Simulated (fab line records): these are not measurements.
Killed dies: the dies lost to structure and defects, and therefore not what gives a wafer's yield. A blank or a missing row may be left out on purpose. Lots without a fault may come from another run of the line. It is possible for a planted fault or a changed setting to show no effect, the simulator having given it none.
Chamber matching || flow nand-harc || NHARC_A_STAIRCASE_ALD_420 on ald-hk-01: 4 sister chambers
The step deposits SiO2, target thk 20 nm, pulse time 6 s, ald cycles 200. 4 wafers are shown with their chamber, then 12 later ones without.

## WAFERS, EACH WITH ITS CHAMBER
{"wafer": "L084.3", "chamber": 2, "heater-power-outer-w (W)": 229}
{"wafer": "L088.1", "chamber": 3, "heater-power-outer-w (W)": 245}
{"wafer": "L086.1", "chamber": 1, "heater-power-outer-w (W)": 255}
{"wafer": "L086.6", "chamber": 0, "heater-power-outer-w (W)": 301}

## WAFERS WHOSE CHAMBER IS MISSING
{"wafer": "L089.1", "heater-power-outer-w (W)": 261}
{"wafer": "L089.2", "heater-power-outer-w (W)": 297}
{"wafer": "L089.5", "heater-power-outer-w (W)": 250}
{"wafer": "L094.2", "heater-power-outer-w (W)": 258}
{"wafer": "L094.3", "heater-power-outer-w (W)": 228}
{"wafer": "L094.4", "heater-power-outer-w (W)": 244}
{"wafer": "L096.1", "heater-power-outer-w (W)": 227}
{"wafer": "L096.3", "heater-power-outer-w (W)": 242}
{"wafer": "L096.4", "heater-power-outer-w (W)": 248}
{"wafer": "L097.3", "heater-power-outer-w (W)": 218}
{"wafer": "L097.4", "heater-power-outer-w (W)": 251}
{"wafer": "L097.6", "heater-power-outer-w (W)": 301}

## EACH ONE'S CHAMBER
{"wafer": "L089.1", "from the rows above": 1, "in truth": 1}
{"wafer": "L089.2", "from the rows above": 0, "in truth": 0}
{"wafer": "L089.5", "from the rows above": "can't be placed: 1 or 3", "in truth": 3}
{"wafer": "L094.2", "from the rows above": 1, "in truth": 1}
{"wafer": "L094.3", "from the rows above": 2, "in truth": 2}
{"wafer": "L094.4", "from the rows above": 3, "in truth": 3}
{"wafer": "L096.1", "from the rows above": 2, "in truth": 2}
{"wafer": "L096.3", "from the rows above": 3, "in truth": 3}
{"wafer": "L096.4", "from the rows above": "can't be placed: 3 or 1", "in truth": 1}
{"wafer": "L097.3", "from the rows above": 2, "in truth": 2}
{"wafer": "L097.4", "from the rows above": "can't be placed: 1 or 3", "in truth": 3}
{"wafer": "L097.6", "from the rows above": 0, "in truth": 0}
Correct placement for 9 of the 12. Can't be placed from these rows: 3 (the true chamber is among the candidates in 3). Number placed wrongly: 0.
How it was worked out, from the rows above alone: a wafer's distance from a chamber is the root of the sum, over the readings, of the square of ((its reading less the chamber's mean) divided by the reading's scatter). If the next closest chamber is less than 2 further off than the closest, the wafer can't be placed; otherwise it belongs to the closest. Each chamber's mean is taken over the wafers shown for it. The scatter: root of mean squared gap, hidden wafer to nearest shown wafer, with one shown wafer a chamber.
